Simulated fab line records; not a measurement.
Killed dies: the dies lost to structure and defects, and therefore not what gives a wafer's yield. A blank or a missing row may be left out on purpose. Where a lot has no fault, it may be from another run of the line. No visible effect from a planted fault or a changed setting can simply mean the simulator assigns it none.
Split-lot trial	flow n5 finfet	7 lots, 39 wafers read, on a route of 1938 steps

## THE SPLIT
At N5_BEOL_M3_TRENCH_ETCH_37 (etches SiOC in C4F6/O2, target depth 55.555 nm, time 29.2 s), the setting time s was moved away from the recipe's 29.2 s on 12 of the 39 wafers read, by -27.5% to +47.8%. The other wafers ran this setting at the recipe's value.

## FROM THE SPLIT TO THE READING: what the file shows between them, 2 steps
- N5_BEOL_M3_ETCH_41: etches SiCN in CH3F/O2, target depth 29.9 nm, time 52.5 s
- N5_BEOL_M3_STRIP_97: strips in N2/H2, time 10 s

## THE READING
trench depth nm, in nm, at N5_BEOL_M3_OCD_MEAS_38. On this fab line, fault-free wafers typically give 55.4 nm with a standard deviation of 1.1 nm.

wafer	tool, chamber at the split	time s as run, s	against the recipe	trench depth nm, nm	against lot-mates on the recipe
L077.1	rie diel-04, 0	29.2	recipe	54.6	-
L077.2	rie diel-04, 2	29.2	recipe	55.2	-
L077.3	rie diel-04, 1	29.2	recipe	56.4	-
L077.4	rie diel-04, 1	29.2	recipe	56.4	-
L077.5	rie diel-04, 0	29.2	recipe	54.4	-
L077.6	rie diel-04, 2	29.2	recipe	54.6	-
L082.1	rie diel-02, 0	29.2	recipe	54.7	-
L082.2	rie diel-02, 2	35.21	+20.6%	67.0	+11.5
L082.3	rie diel-02, 1	29.2	recipe	56.7	-
L082.4	rie diel-02, 3	35.21	+20.6%	64.4	+8.9
L082.5	rie diel-02, 2	29.2	recipe	55.0	-
L082.6	rie diel-02, 3	35.21	+20.6%	65.6	+10.1
L088.1	rie diel-01, 1	43.17	+47.8%	80.0	+23.4
L088.2	rie diel-01, 2	29.2	recipe	56.8	-
L088.3	rie diel-01, 0	43.17	+47.8%	81.8	+25.2
L088.4	rie diel-01, 3	29.2	recipe	57.2	-
L088.5	rie diel-01, 3	29.2	recipe	55.9	-
L088.6	rie diel-01, 0	43.17	+47.8%	82.0	+25.4
L087.1	rie diel-02, 0	21.17	-27.5%	40.1	-15.6
L087.2	rie diel-02, 1	29.2	recipe	56.5	-
L087.3	rie diel-02, 3	21.17	-27.5%	39.4	-16.3
L087.4	rie diel-02, 2	29.2	recipe	55.4	-
L087.5	rie diel-02, 1	21.17	-27.5%	40.8	-14.9
L087.6	rie diel-02, 2	29.2	recipe	55.3	-
L089.1	rie diel-04, 3	29.2	recipe	57.6	-
L089.2	rie diel-04, 1	29.2	recipe	57.2	-
L089.4	rie diel-04, 2	29.2	recipe	55.5	-
L090.1	rie diel-04, 0	29.2	recipe	53.1	-
L090.2	rie diel-04, 1	29.2	recipe	56.1	-
L090.3	rie diel-04, 3	29.2	recipe	56.4	-
L090.4	rie diel-04, 2	29.2	recipe	55.2	-
L090.5	rie diel-04, 0	29.2	recipe	53.4	-
L090.6	rie diel-04, 1	29.2	recipe	56.2	-
L092.1	rie diel-02, 1	33.85	+15.9%	64.6	+10.0
L092.2	rie diel-02, 0	29.2	recipe	54.3	-
L092.3	rie diel-02, 3	33.85	+15.9%	62.1	+7.5
L092.4	rie diel-02, 2	29.2	recipe	55.4	-
L092.5	rie diel-02, 3	33.85	+15.9%	61.7	+7.1
L092.6	rie diel-02, 0	29.2	recipe	54.0	-

FIT RESULTS
A straight line over all 39 wafers: trench depth nm changes by +0.535 nm for each +1% of time s; r = +0.99; the points scatter about the line by 1.2 nm.
The same after taking each lot's own level away (the mean of its wafers on the recipe; 39 wafers): +0.527 nm for each +1%; r = +0.99; scatter 1 nm.
According to that fit, moving time s by its largest amount changes the reading by 25 nm.
From 54.57 to 56.77 nm: that is the span of the lots' own levels, equal to 2.0 times the standard deviation above.
The two slopes are in agreement: the lot-to-lot level therefore moves the slope only a little.
Check: for one of the wafers moved furthest among these (+47.8%), held out of the fit, the line's prediction against its lot-mates is +25.4 nm. Against them it came out at +23.4 nm.

## THE OTHER SPLITS THESE WAFERS WENT THROUGH
These wafers also went through other splits before the reading. Each is held against what the fit with the lots' levels taken away leaves over:
other split on the same wafers	wafers away from the commonest value	r with trench depth nm (lot level and that fit taken away)
N5_FIN_SAQP_ALD_61 ald cycles	12	-0.08
N5_MOL_CONTACT_COAG_ALD_27 ald cycles	15	-0.16
N5_BEOL_M0_SAQP_DEVELOP_13 develop time s	18	-0.08
N5_BEOL_M1_ALD_84 ald cycles	15	+0.31

## THE WHOLE CHAIN: every reading that the file lists as answering this split, in the file's order
step	what it does	reading	change (the file's fit)	r (the file's)
N5_BEOL_M3_TRENCH_ETCH_37	etches SiOC in C4F6/O2, target depth 55.555 nm, time 29.2 s	etch.depth nm (the simulator's own value, which no gauge read)	+0.533 nm for each +1% of the setting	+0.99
N5_BEOL_M3_TRENCH_ETCH_37	etches SiOC in C4F6/O2, target depth 55.555 nm, time 29.2 s	BEOL_M3.feature depth nm (the simulator's own value, which no gauge read)	+0.531 nm for each +1% of the setting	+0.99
N5_BEOL_M3_TRENCH_ETCH_37	etches SiOC in C4F6/O2, target depth 55.555 nm, time 29.2 s	TiN_of_BEOL_M3_HM_DEP_02.thk nm (the simulator's own value, which no gauge read)	-0.0215 nm for each +1% of the setting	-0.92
N5_BEOL_M3_OCD_MEAS_38		trench depth nm	+0.524 nm for each +1% of the setting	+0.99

## FILE'S OWN FIT
trench depth nm changes by +0.524 nm for each +1% of time s, r = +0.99.
